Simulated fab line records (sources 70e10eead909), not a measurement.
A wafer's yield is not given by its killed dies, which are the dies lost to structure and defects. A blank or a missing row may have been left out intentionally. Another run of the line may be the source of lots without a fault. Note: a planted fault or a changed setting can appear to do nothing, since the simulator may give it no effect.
Which tool is to blame? / flow nand-harc / 7 lots, 21 wafers sampled, at 2 steps of a route of 1302

== WHAT EACH GAUGE READ, for each wafer ==
NHARC_A_BLC_INSPECT_12.
lot=L533; measured=day 23 14:45; on=defect-inspect-02; raw-defect-count=93 101 99
lot=L532; measured=day 24 01:43; on=defect-inspect-02; raw-defect-count=59 56 67
lot=L536; measured=day 25 16:37; on=defect-inspect-01; raw-defect-count=103 114 113
lot=L541; measured=day 27 23:54; on=defect-inspect-02; raw-defect-count=61 71 67
lot=L544; measured=day 28 20:20; on=defect-inspect-01; raw-defect-count=77 86 61
lot=L550; measured=day 31 04:31; on=defect-inspect-02; raw-defect-count=145 143 124
lot=L551; measured=day 31 18:32; on=defect-inspect-01; raw-defect-count=107 107 111

== EACH LOT AND THE TOOL THAT RAN IT (in order: tool; ch and the chambers of the sampled wafers; start) ==
lot=L533; NHARC_A_CONTACT_ETCH_137=har-cap-etch-03 ch 0,1, day 23 10:28
lot=L532; NHARC_A_CONTACT_ETCH_137=har-cap-etch-03 ch 0,1, day 23 21:20
lot=L536; NHARC_A_CONTACT_ETCH_137=har-cap-etch-03 ch 0,1, day 25 12:17
lot=L541; NHARC_A_CONTACT_ETCH_137=har-cap-etch-01 ch 0,1, day 27 19:38
lot=L544; NHARC_A_CONTACT_ETCH_137=har-cap-etch-02 ch 0, day 28 15:59
lot=L550; NHARC_A_CONTACT_ETCH_137=har-cap-etch-02 ch 0,1, day 31 00:14
lot=L551; NHARC_A_CONTACT_ETCH_137=har-cap-etch-01 ch 0,1, day 31 14:19
- NHARC_A_CONTACT_ETCH_137: etches the open film in C4F8/O2/Ar, time 311 s, target depth 1912 nm.

== THE ANSWER, worked out from the rows above alone ==
Rule: usual is defined by the lots themselves. Put in order of their means at a reading, lots are off if they are a third of the lots or fewer, leave a main group of 4 or more, and stand apart from it by a gap of 3 or more times the standard deviation of the main group's means; of several such gaps the widest counts. If all means in a main group match to the digits the tables above print for the reading, that group is not used. A lot without any number at a reading at which 4 lots or more have one is off too. Where the step has rows for the other lots, those lots are counted as sound.
Nothing can be told from this: no lot is off at any reading shown.

== WHAT THE SIMULATOR PUT IN ==
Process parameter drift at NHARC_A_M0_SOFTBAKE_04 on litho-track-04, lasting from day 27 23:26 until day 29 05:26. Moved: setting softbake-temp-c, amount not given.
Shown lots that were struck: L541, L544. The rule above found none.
